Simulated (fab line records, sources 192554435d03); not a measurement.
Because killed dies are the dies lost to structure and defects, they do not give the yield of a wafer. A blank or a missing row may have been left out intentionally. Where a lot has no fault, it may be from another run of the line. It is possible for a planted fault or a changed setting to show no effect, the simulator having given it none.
Code-filled problem report in 8D (eight disciplines) form + flow n5Finfet + the parts of the form that need people (team, actions taken, sign-off) are left out

## 1. THE PROBLEM
At N5_PASSIVATION_PROBE_49, killed_at_M0_to_M3 averages 117 over 2 wafers from 2 lots, while fault-free wafers read 33, standard deviation 11. That is +7.6 standard deviations from the usual mean.
First seen on wafer L751.5, day 17 00:29, on prober-02. The record holds 9 wafers of 3 lots with a number at this step. Rule for "out" (also "out of limits"): further than 4 standard deviations from the usual mean. The other wafers with a number count as sound.

## 2. WHAT THIS IS AND IS NOT
| question                    | is                                                                                               | is not                                                                    |
|-----------------------------|--------------------------------------------------------------------------------------------------|---------------------------------------------------------------------------|
| which readings at this step | killed_at_M0_to_M3, defectLimitedYield, killedDies, sort_bin_5_function, sortNPass, sortYieldPct | killed_at_M4_up, killedAtFrontEnd, killedAtOther, killedOpen, killedShort |
| which lots                  | L751, L752                                                                                       | L746                                                                      |
| which wafers of those lots  | L751.5, L752.1                                                                                   | L751.3, L751.4, L752.2, L752.5                                            |
| read on which tools         | prober-02                                                                                        | prober-01                                                                 |
| when                        | from day 17 00:29                                                                                | up to then (5 sound wafers); but 2 sound wafers of L752 came after        |

## 3. WHAT RULES OUT EACH SUSPECT
Counting: if a tool at a process step up to the reading ran every lot that is out, it stays a suspect. Sound lots after the first of them don't rule it out here, since some wafers of a struck lot are sound.
- pvdSputter-01 at N5_BEOL_M1_SPUTTER_94 (material Cu, target thk 4.5 nm, time 8.29 s): kept. It ran every lot that is out, first L751 (day 9 15:49).
- pvdSputter-01 at N5_PASSIVATION_PRE_CLEAN_19: kept. Every lot that is out went through it, the first being L751 (day 16 18:37); the last sound lot it ran before that was L746 (day 15 16:01).
- rieDiel-01 at N5_PASSIVATION_PASS_ETCH_47 (etches SiNx in CF4/O2, target depth 770 nm, time 385 s): kept. It ran every lot that is out, first L751 (day 16 21:15).
- prober-02 at N5_PASSIVATION_PROBE_49: kept. It ran every lot that is out, first L751 (day 17 00:23). Its own readings are out on those wafers: defectLimitedYield, killed_at_M0_to_M3, killedDies, sort_bin_5_function, sortNPass, sortYieldPct.
Left after counting: pvdSputter-01 at N5_BEOL_M1_SPUTTER_94, pvdSputter-01 at N5_PASSIVATION_PRE_CLEAN_19, rieDiel-01 at N5_PASSIVATION_PASS_ETCH_47, prober-02 at N5_PASSIVATION_PROBE_49.

## 4. THE CAUSE (what the simulator had put in)
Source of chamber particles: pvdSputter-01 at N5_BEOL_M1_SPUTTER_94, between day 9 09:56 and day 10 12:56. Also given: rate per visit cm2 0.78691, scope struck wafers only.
Counting left 4 suspects, and this tool is among them.

## 5. SEQUENCE OF EFFECTS, ordered by route
Each row: a reading where the mean over the struck wafers with a number is more than 3 standard deviations away from the usual. Only readings whose record carries a usual standard deviation are examined. hours: median over the lots of the time between each lot's start at the first step of this table that gives one and its start at this step. sigmas: the change, counted in usual standard deviations.
| hours | step                    | reading             | usual  | on struck wafers | change | sigmas |
|-------|-------------------------|---------------------|--------|------------------|--------|--------|
| 0     | N5_PASSIVATION_PROBE_49 | defectLimitedYield  | 91.0 % | 84.3             | -6.7   | -4.7   |
| 0     | N5_PASSIVATION_PROBE_49 | killed_at_M0_to_M3  | 33     | 117              | +84    | +7.6   |
| 0     | N5_PASSIVATION_PROBE_49 | killedDies          | 106    | 184              | +78    | +4.6   |
| 0     | N5_PASSIVATION_PROBE_49 | sort_bin_5_function | 5.2 %  | 9.1              | +3.9   | +4.1   |
| 0     | N5_PASSIVATION_PROBE_49 | sortNPass           | 1074   | 996              | -78    | -4.6   |
| 0     | N5_PASSIVATION_PROBE_49 | sortYieldPct        | 91.0 % | 84.3             | -6.7   | -4.7   |
The process steps in it:
- N5_PASSIVATION_PROBE_49

## 6. WHAT WOULD HAVE CAUGHT IT SOONER
The fault began at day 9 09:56; the first out-of-limits reading in this record came at day 17 00:29, 183 hours later.
No tool reading at N5_BEOL_M1_SPUTTER_94 that has a usual standard deviation in the record was out on any struck wafer, so an alarm limit of 4 standard deviations on those readings would not have fired.
Lots out: 2; all had begun N5_BEOL_M1_SPUTTER_94 on pvdSputter-01 by day 17 00:29. Had the tool been put on hold then, not one of them would have been saved.
